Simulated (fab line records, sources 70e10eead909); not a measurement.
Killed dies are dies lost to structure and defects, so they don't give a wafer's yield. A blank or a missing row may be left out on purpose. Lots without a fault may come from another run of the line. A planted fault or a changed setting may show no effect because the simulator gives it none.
Which tool did it? | flow nand_harc | 11 lots, 33 wafers sampled, at 5 steps of a route of 1302

WHAT THE GAUGES READ, wafer by wafer
NHARC_END_WLT_00. Usual: VT_DECK1_BOTTOM 0.873, standard deviation 0.0075; VT_DECK1_BOTTOM_INNER 0.874, standard deviation 0.0074; VT_DECK1_MEDIAN_NEAR_BOTTOM 0.874, standard deviation 0.0079; VT_DECK1_MEDIAN_NEAR_BOTTOM_INNER 0.874, standard deviation 0.0078; VT_DECK1_MIDDLE 0.886, standard deviation 0.0075; VT_DECK1_MIDDLE_INNER 0.886, standard deviation 0.007; VT_DECK1_TOP 0.899, standard deviation 0.0081; VT_DECK1_TOP_INNER 0.897, standard deviation 0.0076; VT_DECK2_BOTTOM 0.869, standard deviation 0.0068; VT_DECK2_BOTTOM_INNER 0.870, standard deviation 0.0073; VT_DECK2_MEDIAN_NEAR_BOTTOM 0.871, standard deviation 0.0075; VT_DECK2_MEDIAN_NEAR_BOTTOM_INNER 0.870, standard deviation 0.0072; VT_DECK2_MIDDLE 0.883, standard deviation 0.0074; VT_DECK2_MIDDLE_INNER 0.883, standard deviation 0.0073; VT_DECK2_TOP 0.895, standard deviation 0.0063; VT_DECK2_TOP_INNER 0.895, standard deviation 0.0073.
lot  | measured     | on        | VT_DECK1_BOTTOM   | VT_DECK1_BOTTOM_INNER | VT_DECK1_MEDIAN_NEAR_BOTTOM | VT_DECK1_MEDIAN_NEAR_BOTTOM_INNER | VT_DECK1_MIDDLE   | VT_DECK1_MIDDLE_INNER | VT_DECK1_TOP      | VT_DECK1_TOP_INNER | VT_DECK2_BOTTOM   | VT_DECK2_BOTTOM_INNER | VT_DECK2_MEDIAN_NEAR_BOTTOM | VT_DECK2_MEDIAN_NEAR_BOTTOM_INNER | VT_DECK2_MIDDLE   | VT_DECK2_MIDDLE_INNER | VT_DECK2_TOP      | VT_DECK2_TOP_INNER | flag
L608 | day 25 11:30 | prober-01 | 0.881 0.862 0.871 | 0.868 0.866 0.867     | 0.870 0.872 0.862           | 0.868 0.868 0.869                 | 0.880 0.884 0.880 | 0.878 0.890 0.884     | 0.892 0.899 0.895 | 0.894 0.891 0.890  | 0.884 0.882 0.892 | 0.879 0.890 0.890     | 0.887 0.884 0.898           | 0.892 0.880 0.889                 | 0.893 0.897 0.900 | 0.902 0.899 0.910     | 0.913 0.912 0.915 | 0.915 0.904 0.915  |
L606 | day 25 12:01 | prober-02 | 0.866 0.868 0.862 | 0.864 0.868 0.873     | 0.870 0.879 0.868           | 0.865 0.865 0.867                 | 0.888 0.875 0.879 | 0.882 0.887 0.884     | 0.887 0.895 0.894 | 0.889 0.884 0.889  | 0.875 0.879 0.880 | 0.877 0.877 0.885     | 0.875 0.882 0.875           | 0.870 0.878 0.873                 | 0.894 0.891 0.892 | 0.893 0.888 0.887     | 0.905 0.902 0.901 | 0.901 0.903 0.903  |
L607 | day 26 09:31 | prober-02 | 0.868 0.866 0.875 | 0.867 0.864 0.870     | 0.874 0.866 0.877           | 0.868 0.873 0.873                 | 0.886 0.883 0.882 | 0.873 0.886 0.880     | 0.889 0.898 0.890 | 0.890 0.894 0.902  | 0.877 0.876 0.880 | 0.879 0.868 0.886     | 0.883 0.880 0.877           | 0.882 0.881 0.882                 | 0.888 0.887 0.880 | 0.892 0.882 0.890     | 0.893 0.900 0.899 | 0.898 0.900 0.910  |
L612 | day 27 00:34 | prober-01 | 0.870 0.868 0.871 | 0.873 0.862 0.870     | 0.873 0.868 0.867           | 0.873 0.871 0.881                 | 0.885 0.880 0.886 | 0.884 0.885 0.881     | 0.894 0.901 0.896 | 0.888 0.893 0.888  | 0.868 0.867 0.858 | 0.860 0.864 0.865     | 0.870 0.866 0.859           | 0.866 0.873 0.871                 | 0.888 0.878 0.882 | 0.875 0.877 0.882     | 0.892 0.895 0.897 | 0.889 0.888 0.900  |
L615 | day 28 11:46 | prober-01 | 0.881 0.869 0.873 | 0.873 0.873 0.874     | 0.873 0.871 0.871           | 0.874 0.868 0.869                 | 0.887 0.884 0.885 | 0.888 0.881 0.876     | 0.908 0.905 0.897 | 0.902 0.900 0.902  | 0.877 0.870 0.879 | 0.874 0.880 0.878     | 0.877 0.873 0.864           | 0.876 0.873 0.879                 | 0.888 0.886 0.879 | 0.882 0.881 0.885     | 0.897 0.896 0.897 | 0.898 0.894 0.897  |
L619 | day 30 02:48 | prober-01 | 0.866 0.863 0.860 | 0.873 0.866 0.867     | 0.865 0.871 0.867           | 0.869 0.865 0.874                 | 0.890 0.881 0.882 | 0.882 0.884 0.883     | 0.899 0.897 0.898 | 0.898 0.890 0.895  | 0.869 0.866 0.862 | 0.864 0.863 0.858     | 0.865 0.872 0.868           | 0.876 0.874 0.871                 | 0.889 0.875 0.876 | 0.883 0.880 0.872     | 0.893 0.886 0.893 | 0.884 0.898 0.891  |
L617 | day 30 10:07 | prober-02 | 0.882 0.875 0.874 | 0.881 0.884 0.890     | 0.884 0.886 0.885           | 0.890 0.887 0.877                 | 0.894 0.883 0.899 | 0.901 0.899 0.891     | 0.909 0.899 0.919 | 0.902 0.910 0.907  | 0.875 0.873 0.867 | 0.871 0.867 0.867     | 0.886 0.868 0.876           | 0.874 0.871 0.866                 | 0.881 0.885 0.885 | 0.884 0.888 0.886     | 0.903 0.901 0.896 | 0.899 0.902 0.901  |
L623 | day 31 18:38 | prober-01 | 0.872 0.872 0.864 | 0.868 0.871 0.870     | 0.872 0.873 0.876           | 0.873 0.869 0.874                 | 0.875 0.881 0.884 | 0.873 0.886 0.888     | 0.895 0.897 0.894 | 0.890 0.898 0.890  | 0.871 0.862 0.861 | 0.865 0.856 0.868     | 0.868 0.864 0.862           | 0.862 0.860 0.868                 | 0.880 0.881 0.872 | 0.876 0.873 0.882     | 0.894 0.894 0.893 | 0.883 0.882 0.890  |
L624 | day 33 03:12 | prober-02 | 0.895 0.876 0.884 | 0.885 0.887 0.873     | 0.894 0.881 0.894           | 0.900 0.885 0.891                 | 0.904 0.893 0.899 | 0.898 0.897 0.903     | 0.908 0.913 0.916 | 0.913 0.915 0.918  | 0.857 0.865 0.861 | 0.860 0.858 0.858     | 0.858 0.860 0.862           | 0.859 0.862 0.849                 | 0.875 0.876 0.874 | 0.875 0.885 0.879     | 0.888 0.891 0.890 | 0.895 0.891 0.893  |
L626 | day 33 03:41 | prober-01 | 0.872 0.875 0.873 | 0.880 0.873 0.880     | 0.883 0.880 0.886           | 0.880 0.878 0.882                 | 0.895 0.887 0.886 | 0.898 0.886 0.883     | 0.903 0.910 0.900 | 0.902 0.895 0.895  | 0.861 0.869 0.863 | 0.861 0.874 0.861     | 0.863 0.869 0.863           | 0.856 0.862 0.862                 | 0.880 0.877 0.883 | 0.875 0.882 0.878     | 0.886 0.897 0.897 | 0.891 0.890 0.885  |
L627 | day 33 16:36 | prober-02 | 0.880 0.872 0.876 | 0.883 0.875 0.879     | 0.880 0.869 0.873           | 0.875 0.875 0.884                 | 0.882 0.893 0.877 | 0.889 0.894 0.891     | 0.910 0.904 0.897 | 0.898 0.899 0.901  | 0.872 0.872 0.867 | 0.865 0.866 0.871     | 0.872 0.870 0.869           | 0.874 0.866 0.873                 | 0.889 0.885 0.888 | 0.885 0.882 0.876     | 0.895 0.887 0.902 | 0.896 0.889 0.883  |

NHARC_END_SORT_01. Usual: killed_at_array 54, standard deviation 16; killed_at_other 0.6, standard deviation 0.86; killed_at_periphery 3.8, standard deviation 2.6; killed_dies 58, standard deviation 16; killed_open 3.3, standard deviation 1.8; killed_short 2.7, standard deviation 1.7.
lot  | measured     | on        | killed_at_array | killed_at_other | killed_at_periphery | killed_dies | killed_open | killed_short | flag
L608 | day 25 14:32 | prober-01 | 58 56 65        | 1 0 0           | 4 3 5               | 63 59 70    | 4 3 6       | 3 0 3        |
L606 | day 25 15:18 | prober-02 | 30 24 30        | 0 0 3           | 3 6 3               | 33 30 36    | 5 6 3       | 2 3 4        |
L607 | day 26 12:31 | prober-02 | 49 51 45        | 0 2 1           | 4 4 6               | 53 57 52    | 3 5 2       | 3 4 3        |
L612 | day 27 03:35 | prober-01 | 71 63 62        | 0 0 0           | 0 0 0               | 71 63 62    | 4 1 2       | 1 1 2        |
L615 | day 28 14:43 | prober-01 | 162 174 177     | 0 0 0           | 5 6 3               | 167 180 180 | 2 1 2       | 0 4 1        | OFF
L619 | day 30 06:22 | prober-01 | 128 125 129     | 1 0 1           | 2 4 5               | 131 129 135 | 2 4 4       | 2 2 2        | OFF
L617 | day 30 13:27 | prober-02 | 54 52 53        | 0 0 0           | 4 1 3               | 58 53 56    | 4 2 6       | 5 3 4        |
L623 | day 31 21:56 | prober-01 | 63 53 53        | 0 0 1           | 4 4 5               | 67 57 59    | 6 2 4       | 3 5 0        |
L624 | day 33 06:49 | prober-02 | 53 54 62        | 2 0 1           | 5 3 3               | 60 57 66    | 2 4 5       | 1 1 3        |
L626 | day 33 07:35 | prober-01 | 37 33 34        | 2 1 3           | 4 0 2               | 43 34 39    | 4 4 3       | 3 4 3        |
L627 | day 33 19:35 | prober-02 | 39 49 39        | 0 0 0           | 4 3 6               | 43 52 45    | 2 4 5       | 1 3 1        |

WHICH TOOL RAN EACH LOT (tool, then ch and the chambers of the sampled wafers, then the start)
lot  | NHARC_A_CHANNEL_FILL_D2_ALD_16   | NHARC_THIN_TSV_DEGAS_49      | NHARC_THIN_TSV_STRIP_56
L608 | ald_hk-04 ch 0,2,3, day 15 02:47 | pvd_sputter-02, day 25 01:54 | plasma_asher-02 ch 0,1, day 25 05:43
L606 | ald_hk-04 ch 0,3, day 15 02:55   | pvd_sputter-01, day 25 00:49 | plasma_asher-02 ch 0, day 25 04:27
L607 | ald_hk-04 ch 0,3, day 15 14:53   | pvd_sputter-03, day 26 00:19 | plasma_asher-01 ch 0,1, day 26 04:02
L612 | ald_hk-04 ch 1,2,3, day 16 22:38 | pvd_sputter-01, day 26 16:35 | plasma_asher-01 ch 0,1, day 26 20:20
L615 | ald_hk-04 ch 1,2, day 18 12:04   | pvd_sputter-02, day 28 02:55 | plasma_asher-01 ch 1, day 28 06:49
L619 | ald_hk-04 ch 1,2, day 19 23:01   | pvd_sputter-01, day 29 15:17 | plasma_asher-01 ch 0,1, day 29 19:13
L617 | ald_hk-02 ch 1,2,3, day 20 05:01 | pvd_sputter-01, day 29 16:38 | plasma_asher-01 ch 0,1, day 29 20:26
L623 | ald_hk-01 ch 1,2,3, day 21 15:18 | pvd_sputter-03, day 31 08:53 | plasma_asher-01 ch 0,1, day 31 12:49
L624 | ald_hk-02 ch 0,2,3, day 22 15:07 | pvd_sputter-01, day 32 14:46 | plasma_asher-02 ch 0,1, day 32 18:42
L626 | ald_hk-04 ch 0,1,3, day 22 21:00 | pvd_sputter-02, day 32 16:14 | plasma_asher-02 ch 0,1, day 32 20:09
L627 | ald_hk-01 ch 0,1,3, day 23 17:40 | pvd_sputter-01, day 33 07:24 | plasma_asher-02 ch 0,1, day 33 11:08
- NHARC_A_CHANNEL_FILL_D2_ALD_16: deposits SiO2, target thk 1.5 nm, pulse time 10 s, ald cycles 15.
- NHARC_THIN_TSV_DEGAS_49: time 120 s.
- NHARC_THIN_TSV_STRIP_56: strips in O2.

WHAT THE TOOLS THEMSELVES READ (means of the sampled wafers that have a number; where no wafer has one, the mark that the record gives instead)
NHARC_A_CHANNEL_FILL_D2_ALD_16. Usual: heater_power_outer_w 277 W, standard deviation 29; heater_power_w 479 W, standard deviation 44; precursor_pulse_height_rel 0.998, standard deviation 0.018.
lot  | tool      | heater_power_outer_w (W) | heater_power_w (W) | precursor_pulse_height_rel | flag
L608 | ald_hk-04 | 263                      | 454                | 0.980                      |
L606 | ald_hk-04 | 252                      | 428                | 0.990                      |
L607 | ald_hk-04 | 267                      | 457                | 1.006                      |
L612 | ald_hk-04 | 271                      | 463                | 1.006                      |
L615 | ald_hk-04 | 292                      | 512                | 1.002                      |
L619 | ald_hk-04 | 279                      | 492                | 1.019                      |
L617 | ald_hk-02 | 285                      | 484                | 1.007                      |
L623 | ald_hk-01 | 257                      | 433                | 0.979                      |
L624 | ald_hk-02 | 292                      | 499                | 0.998                      |
L626 | ald_hk-04 | 273                      | 482                | 0.989                      |
L627 | ald_hk-01 | 255                      | 461                | 0.994                      |

NHARC_THIN_TSV_DEGAS_49. Usual: heater_power_w 450 W, standard deviation 32.
lot  | tool           | heater_power_w (W) | flag
L608 | pvd_sputter-02 | 464                |
L606 | pvd_sputter-01 | 448                |
L607 | pvd_sputter-03 | 480                |
L612 | pvd_sputter-01 | 467                |
L615 | pvd_sputter-02 | 438                |
L619 | pvd_sputter-01 | 452                |
L617 | pvd_sputter-01 | 468                |
L623 | pvd_sputter-03 | 451                |
L624 | pvd_sputter-01 | 455                |
L626 | pvd_sputter-02 | 434                |
L627 | pvd_sputter-01 | 469                |

NHARC_THIN_TSV_STRIP_56. Usual: drypump_motor_current_A 5.9 A, standard deviation 0.55; heater_power_w 374 W, standard deviation 39.
lot  | tool            | drypump_motor_current_A (A) | heater_power_w (W) | flag
L608 | plasma_asher-02 | 6.2                         | 363                |
L606 | plasma_asher-02 | 5.2                         | 317                |
L607 | plasma_asher-01 | 5.9                         | 403                |
L612 | plasma_asher-01 | 5.7                         | 384                |
L615 | plasma_asher-01 | 6.1                         | 426                |
L619 | plasma_asher-01 | 5.7                         | 386                |
L617 | plasma_asher-01 | 5.9                         | 405                |
L623 | plasma_asher-01 | 5.9                         | 402                |
L624 | plasma_asher-02 | 6.1                         | 377                |
L626 | plasma_asher-02 | 6.1                         | 379                |
L627 | plasma_asher-02 | 5.7                         | 354                |

THE ANSWER, worked out from the rows above alone
Rule: a lot is off if the mean of its wafers that have a number lies more than 3 standard deviations from the usual mean. A lot without any number at a reading at which 4 lots or more have one is off too. The other lots that the step has rows for count as sound. The gauges are gone through in route order, then the tools' own readings, and for those a lot's mean is taken as printed above. The first step at which some lot is off is used, and at that step the reading that is off furthest; a lot without a number counts as furthest.
Off: L615, L619, at NHARC_END_SORT_01 (killed_dies).
A tool fits if, at a process step before that reading, it ran every lot that is off, and no sound lot after the first of them. The gauges at NHARC_END_SORT_01 are tried like those tools. None of those tried fits.

WHAT THE SIMULATOR HAD PUT IN
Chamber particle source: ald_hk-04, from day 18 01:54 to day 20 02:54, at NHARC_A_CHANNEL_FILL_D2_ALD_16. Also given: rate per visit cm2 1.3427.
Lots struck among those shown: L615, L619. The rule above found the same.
